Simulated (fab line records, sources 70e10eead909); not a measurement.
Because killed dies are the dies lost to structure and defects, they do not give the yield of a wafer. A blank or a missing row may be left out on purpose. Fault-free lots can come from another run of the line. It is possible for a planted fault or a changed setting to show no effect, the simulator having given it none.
Problem report in the 8D (eight disciplines) form, filled by code + flow nand_harc + the parts of the form that need people (team, actions taken, sign-off) are left out

## 1. PROBLEM STATEMENT
Mean of run_length_s at NHARC_P_BONDPAD_ETCH_24: 103.2 s across 2 wafers in 2 lots; on wafers with no fault it is 94.4 s (standard deviation 0.4). Measured from the usual mean, that is +22 standard deviations.
The step: etches the open film in CF4/N2, target depth 30 nm, time 72.99 s.
The first sign was on wafer L350.2 at day 10 18:07, on rie_diel-03. At this step, 33 wafers from 11 lots have a number in the record. The rule behind "out" and "out of limits": a value lying over 4 standard deviations away from the usual mean. The other wafers with a number count as sound.

## 2. WHAT IT IS, WHAT IT ISN'T
| question                    | is                | is not                                                                                                                    |
|-----------------------------|-------------------|---------------------------------------------------------------------------------------------------------------------------|
| which readings at this step | run_length_s      | drypump_motor_current_A, n2_flow_sccm, oes_product_au, rf_vpp_V, showerhead_plenum_p_Torr, throttle_valve_pct             |
| which lots                  | L350, L352        | L353, L354, L356, L357, L358, L360, L361, L362, L363                                                                      |
| which wafers of those lots  | L350.2, L352.3    | L350.1, L350.6, L352.1, L352.6                                                                                            |
| read on which tools         | rie_diel-03       | rie_diel-02, rie_diel-10                                                                                                  |
| when                        | from day 10 18:07 | up to then (2 sound wafers); but 29 sound wafers of L352, L353, L354, L356, L357, L358, L360, L361, L362, L363 came after |

## 3. THE SUSPECTS, EACH WITH WHAT RULES IT OUT
Counting: if a tool at a process step up to the reading ran every lot that is out, it stays a suspect. Sound lots after the first of them don't rule it out here, since some wafers of a struck lot are sound.
- rie_diel-10 at NHARC_P_BONDPAD_ETCH_12 (etches the open film in CHF3/O2, target depth 200 nm, time 100 s): kept. It ran every lot that is out, first L350 (day 10 17:59). With no start given for some of its lots, NHARC_P_BONDPAD_ETCH_12 uses the hours and lot order of NHARC_P_BONDPAD_STRIP_15.
- rie_diel-03 at NHARC_P_BONDPAD_STRIP_15 (strips in O2): kept. It ran every lot that is out, first L350 (day 10 17:59).
- rie_diel-03 at NHARC_P_BONDPAD_ETCH_24 (etches the open film in CF4/N2, target depth 30 nm, time 72.99 s): kept. It ran every lot that is out, first L350 (day 10 18:07). Its own readings are out on those wafers: run_length_s.
- Within rie_diel-03 at NHARC_P_BONDPAD_ETCH_24: the wafers that are out ran in chamber 1; their sound lot-mates ran in chambers 0, 3.
The count leaves rie_diel-10 at NHARC_P_BONDPAD_ETCH_12, rie_diel-03 at NHARC_P_BONDPAD_STRIP_15, and rie_diel-03 at NHARC_P_BONDPAD_ETCH_24.

## 4. THE CAUSE (what the simulator had put in)
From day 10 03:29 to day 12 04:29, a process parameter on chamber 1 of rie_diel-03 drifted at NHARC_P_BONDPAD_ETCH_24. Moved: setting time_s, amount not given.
Counting leaves 3 suspects; this tool is one of them.

## 5. THE EFFECT CHAIN, in route order
One row per reading whose mean, taken over the struck wafers that have a number, lies over 3 standard deviations from the usual. Scope: only readings with a usual standard deviation given in the record; hours: median across lots of the time from each lot's start at the first step in this table that gives one to its start at this step; sigmas: change in usual standard deviations.
| hours | step                    | reading      | usual  | on struck wafers | change | sigmas |
|-------|-------------------------|--------------|--------|------------------|--------|--------|
| 0     | NHARC_P_BONDPAD_ETCH_24 | run_length_s | 94.4 s | 103.2            | +8.8   | +22    |
Process steps it contains:
- NHARC_P_BONDPAD_ETCH_24: etches the open film in CF4/N2, target depth 30 nm, time 72.99 s.

## 6. HOW IT WOULD HAVE BEEN CAUGHT EARLIER
First out-of-limits reading in this record: day 10 18:07, which is 15 hours after fault onset at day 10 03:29.
